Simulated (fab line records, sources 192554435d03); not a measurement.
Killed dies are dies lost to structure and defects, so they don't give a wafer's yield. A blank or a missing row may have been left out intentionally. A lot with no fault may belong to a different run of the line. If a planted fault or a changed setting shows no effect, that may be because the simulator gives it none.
A lot that was struck, set against a sound lot	flow n5Finfet	27 out of 1938 route steps
Sound: wafers L432.1, L432.2, L432.6. Struck: wafer L447.6. (L447.3, L447.5 of the same lot were not struck and are left out.) The cause comes at the end.
Order at every step that has rows: each side's tool, ch and its chambers, its first start. Under that, the readings that differ: sound wafers	struck wafers	difference of the means	sigmas: that difference in standard deviations of wafers without a fault.
alike: readings with means less than 2 such deviations apart, plus words and numbers identical on both sides. not compared: withheld readings, readings lacking a value on some wafer, bounds such as >300 that could conceal the same value, and numbers that have no deviation in the record and whose values overlap.
The two part at a step that has a row with sigmas, a row that says differs or no value, or rows on one side only. Numbers that don't overlap but have no deviation are shown without sigmas and don't part them. A reading that every wafer of one side lacks parts them only if that side has two wafers or more.

first, 11 steps without rows for these wafers: N5_BEOL_M12_STRIP_37 (strips in N2/H2); N5_BEOL_M12_ETCH_38 (etches SiCN in CF4/N2, target depth 68.7 nm, time 73.4 s); N5_BEOL_M12_PRECLEAN_39 (cleans in residue remover, time 60 s); N5_BEOL_M12_SRD_40 (time 30 s, dry time 30 s); N5_BEOL_M12_DEGAS_41 (time 60 s); N5_BEOL_M12_PRE_CLEAN_42 (time 30 s); N5_BEOL_M12_SPUTTER_43 (material TaN, target thk 15 nm, time 24.19 s); N5_BEOL_M12_SPUTTER_44 (material Ta, target thk 10 nm, time 16.13 s); N5_BEOL_M12_SPUTTER_45 (material Cu, target thk 80 nm, time 13.33 s); N5_BEOL_M12_ECD_47 (material Cu, target thk 720 nm); N5_BEOL_M12_ANNEAL_48 (time 90 s).
N5_BEOL_M12_CMP_49: polishes, stops on SiOC, t overpolish 20.6 s, target thk 320 nm.
  sound on cmp-03 ch 0,3, day 10 08:14; struck on cmp-03 ch 2, day 14 02:10
  alike: barrierFieldEndpointS, clearingPlatenDownForcePsi, clearingPlatenRpm, motorCurrentA, overpolishRunS
then, 2 steps without rows for these wafers: N5_BEOL_M12_PRE_CLEAN_52 (time 15 s); N5_BEOL_M12_DEP_53 (deposits SiCN from 3MS/NH3, target thk 30 nm, time 10.5 s).
N5_BEOL_M12_INSPECT_55: inspects for defects (darkfield).
  sound on defectInspect-01 at day 10 08:40; struck on defectInspect-02 at day 14 02:32
reading	sound	struck	difference	sigmas
rawDefectCount	67 107 45	1405	+1332	+46
then, 9 steps without rows for these wafers: N5_BEOL_M13_ILD_DEP_00 (deposits SiOC from DEMS/O2, target thk 837.92 nm, time 166.4 s); N5_BEOL_M13_COAT_58 (time 60 s, resist thk 89 nm); N5_BEOL_M13_COAT_04 (resist thk 400 nm); N5_BEOL_M13_EBR_06; N5_BEOL_M13_SOFTBAKE_05 (time 60 s); N5_BEOL_M13_EXPOSE_07 (exposes mask V12); N5_BEOL_M13_PEB_08 (peb time 90 s); N5_BEOL_M13_DEVELOP_09 (develop time 45 s); N5_BEOL_M13_HARDBAKE_14 (time 120 s).
N5_BEOL_M13_INSPECT_12: inspects for defects (macro).
  sound on defectInspect-02 at day 10 09:13; struck on defectInspect-01 at day 14 03:12
reading	sound	struck	difference	sigmas
rawDefectCount	2 3 1	>300	differs	
then, 1 step without rows for these wafers: N5_BEOL_M13_DESCUM_15 (chemistry O2, time 7.9 s).
N5_PASSIVATION_PROBE_49:
  sound on prober-01 at day 11 14:43; struck on prober-02 at day 15 20:58
reading	sound	struck	difference	sigmas
defectLimitedYield (%)	93.3 89.5 91.5	29.7	-61.7	-41
killed_at_M4_up	12 10 13	776	+764	+99 or more
killedDies	79 124 100	830	+729	+40
killedOnRim	9 18 12	102	+89	+22
killedOpen	54 71 73	35	-31	-2
sort_bin_5_function (%)	4.4 6.3 5.7	48.6	+43.1	+43
sort_bin_6_memory (%)	2.1 3.6 2.6	16.7	+13.9	+20
sortNPass	1101 1056 1080	350	-729	-40
sortYieldPct (%)	93.3 89.5 91.5	29.7	-61.7	-41
  alike: killed_at_M0_to_M3, killedAtContacts, killedAtFrontEnd, killedAtOther, killedShort

## WHERE THEY PART
At N5_BEOL_M12_INSPECT_55 first; at N5_PASSIVATION_PROBE_49 last (within this record only).

WHY: what had been put in by the simulator
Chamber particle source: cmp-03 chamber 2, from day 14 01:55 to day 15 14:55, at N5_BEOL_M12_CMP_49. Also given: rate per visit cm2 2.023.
